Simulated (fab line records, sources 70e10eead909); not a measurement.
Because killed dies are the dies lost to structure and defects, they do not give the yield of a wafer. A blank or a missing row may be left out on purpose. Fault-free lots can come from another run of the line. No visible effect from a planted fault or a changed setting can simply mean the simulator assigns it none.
8D (eight disciplines) problem report, filled in by code | flow nand_harc | the parts of the form that need people (team, actions taken, sign-off) are left out

## 1. THE PROBLEM
At NHARC_P_ZERO_WELL_INSPECT_43, raw_defect_count averages 322 over 2 wafers from 2 lots, while fault-free wafers read 14, standard deviation 7.8. That puts it +39 standard deviations away from the usual mean.
First seen on wafer L258.4, day 5 19:44, on defect_inspect-02. Wafers with a number at this step in the record: 32, from 12 lots. By rule, "out" or "out of limits" means more than 4 standard deviations away from the usual mean. All remaining wafers that have a number are taken as sound.

## 2. WHAT IT IS, WHAT IT ISN'T
question                    | is                                   | is not
which readings at this step | raw_defect_count                     | -
which lots                  | L258, L259                           | L246, L247, L248, L249, L250, L251, L252, L262, L264, L265
which wafers of those lots  | all that have a number               | -
read on which gauges        | defect_inspect-01, defect_inspect-02 | -
when                        | from day 5 19:44                     | up to then (21 sound wafers); but 9 sound wafers of L262, L264, L265 came after

## 3. WHAT RULES OUT EACH SUSPECT
Counting: a tool at a process step up to the reading stays a suspect if it ran every lot that is out and no sound lot after the first of them.
- the gauge at NHARC_P_ZERO_WELL_INSPECT_43 is ruled out. 2 gauges (defect_inspect-01, defect_inspect-02) read the wafers that are out.
- pecvd-01 at NHARC_P_ZERO_WELL_PECVD_02 (deposits SiO2, target thk 10 nm): kept. It processed each lot that is out, first L258 at day 5 12:38, and no sound lot thereafter; up to then, the last sound lot it processed was L246 at day 2 12:26.
- rie_si-04 at NHARC_P_ZERO_WELL_ETCH_63 (etches the open film in HBr/Cl2, target depth 120 nm, time 40.1 s): kept. It processed each lot that is out, first L258 at day 5 13:40, and no sound lot thereafter; up to then, the last sound lot it processed was L251 at day 3 19:39.
What counting leaves: pecvd-01 at NHARC_P_ZERO_WELL_PECVD_02 and rie_si-04 at NHARC_P_ZERO_WELL_ETCH_63.

## 4. THE CAUSE (what the simulator had put in)
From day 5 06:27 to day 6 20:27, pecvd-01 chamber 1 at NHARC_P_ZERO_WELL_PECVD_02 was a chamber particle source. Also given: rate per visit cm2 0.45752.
This tool is one of the 2 suspects left after counting.

## 5. SEQUENCE OF EFFECTS, ordered by route
Rows list readings where the struck wafers' mean (over those with a number) sits beyond 3 standard deviations from the usual. Readings are gone through only where the record gives a usual standard deviation; hours: the median, over the lots, of the time from a lot's start at the first step in this table giving one to that lot's start at this step; sigmas: the change measured in usual standard deviations.
hours | step                         | reading             | usual | on struck wafers | change | sigmas
0     | NHARC_P_ZERO_WELL_INSPECT_43 | raw_defect_count    | 14    | 322              | +308   | +39
17    | NHARC_P_STI_INSPECT_11       | raw_defect_count    | 5.3   | 312.5            | +307.2 | +99 or more
438   | NHARC_END_SORT_01            | killed_at_periphery | 3.4   | 71.5             | +68.1  | +31
438   | NHARC_END_SORT_01            | killed_dies         | 31    | 100              | +70    | +7.0
Later steps that measure or inspect, where all struck wafers having a row at the step show a number for every such reading and not one has moved that far: NHARC_P_STI_OVL_MEAS_10.

## 6. WHAT WOULD HAVE CAUGHT IT SOONER
13 hours passed between the start of the fault at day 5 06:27 and the first reading out of limits at a measuring or inspecting step in this record, taken at day 5 19:44.
By day 5 19:44 the whole set of lots that are out, 2 in number, had already begun NHARC_P_ZERO_WELL_PECVD_02 on pecvd-01. A hold on the tool at that time would have spared none of them.
